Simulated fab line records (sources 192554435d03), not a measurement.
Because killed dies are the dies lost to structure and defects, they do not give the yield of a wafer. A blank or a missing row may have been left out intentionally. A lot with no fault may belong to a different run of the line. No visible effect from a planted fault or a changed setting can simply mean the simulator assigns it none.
Split-lot study	flow n5Finfet	route with 1938 steps; 7 lots, 21 wafers read

== THE SPLIT ==
At N5_BEOL_M8_ETCH_62 (etches SOC in N2/H2, target depth 110 nm, overetch 22 nm, time 165 s), the setting timeS was moved away from the recipe's 165 s on 5 of the 21 wafers read, by -18.5% to -13.8%. This setting was run at the recipe's value on the other wafers.

The reading comes from the split's own step.

== THE READING ==
SiARC_of_BEOL_M8_COAT_60.thkNm (the simulator's own value, which no gauge read), in nm, at N5_BEOL_M8_ETCH_62 (etches SOC in N2/H2, target depth 110 nm, overetch 22 nm, time 165 s). There is no usual value for it anywhere in the file. Average 28.3 nm, standard deviation 0.17 nm, over the 16 wafers here run with the recipe.

wafer	tool, chamber at the split	timeS as run, s	against the recipe	SiARC_of_BEOL_M8_COAT_60.thkNm, nm	against lot-mates on the recipe
L074.3	rieDiel-02, 1,0	165	recipe	28.4	-
L074.5	rieDiel-02, 1,0	165	recipe	28.4	-
L074.6	rieDiel-02, 1	165	recipe	28.2	-
L075.3	rieDiel-02, 0,1	165	recipe	28.2	-
L075.5	rieDiel-02, 0,1	165	recipe	28.2	-
L075.4	rieDiel-02, 2	165	recipe	28.6	-
L077.2	rieDiel-03, 3	138.3	-16.2%	29.4	+1.2
L077.3	rieDiel-03, 2	138.3	-16.2%	29.4	+1.2
L077.5	rieDiel-03, 3	165	recipe	28.2	-
L078.1	rieDiel-04, 1	165	recipe	28.4	-
L078.2	rieDiel-04, 2	165	recipe	28.2	-
L078.4	rieDiel-04, 3	165	recipe	28	-
L088.1	rieDiel-04, 0	165	recipe	28.2	-
L088.2	rieDiel-04, 2	165	recipe	28	-
L088.3	rieDiel-04, 1	142.2	-13.8%	29.2	+1.1
L090.2	rieDiel-03, 2	165	recipe	28.4	-
L090.3	rieDiel-03, 1	165	recipe	28.6	-
L090.4	rieDiel-03, 2	165	recipe	28.4	-
L094.3	rieDiel-02, 1	134.4	-18.5%	29.4	+1.2
L094.5	rieDiel-02, 0	165	recipe	28.2	-
L094.6	rieDiel-02, 1	134.4	-18.5%	29.2	+1.0
The file does not say which wafer passed through which chamber wherever a row lists several chambers: such a row stands for several wafers.

FIT RESULTS
A straight line over all 21 wafers: SiARC_of_BEOL_M8_COAT_60.thkNm changes by -0.0613 nm for each +1% of timeS; r = -0.94; the points scatter about the line by 0.17 nm.
The same after taking each lot's own level away (the mean of its wafers on the recipe; 21 wafers): -0.0674 nm for each +1%; r = -0.96; scatter 0.14 nm.
The reading moves by 1.2 nm for the largest change in timeS, on that fit.
Across the lots, their own levels run from 28.10 to 28.47 nm, a range of 2.1 times the standard deviation given above.
Hence the lot-to-lot level has little effect on the slope; both slopes agree.
Check: for one of the wafers moved furthest among these (-18.5%), held out of the fit, the line's prediction against its lot-mates is +1.27 nm. Against them it came out at +1.2 nm.

== FILE'S OWN FIT ==
SiARC_of_BEOL_M8_COAT_60.thkNm changes by -0.0691 nm for each +1% of timeS, r = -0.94.
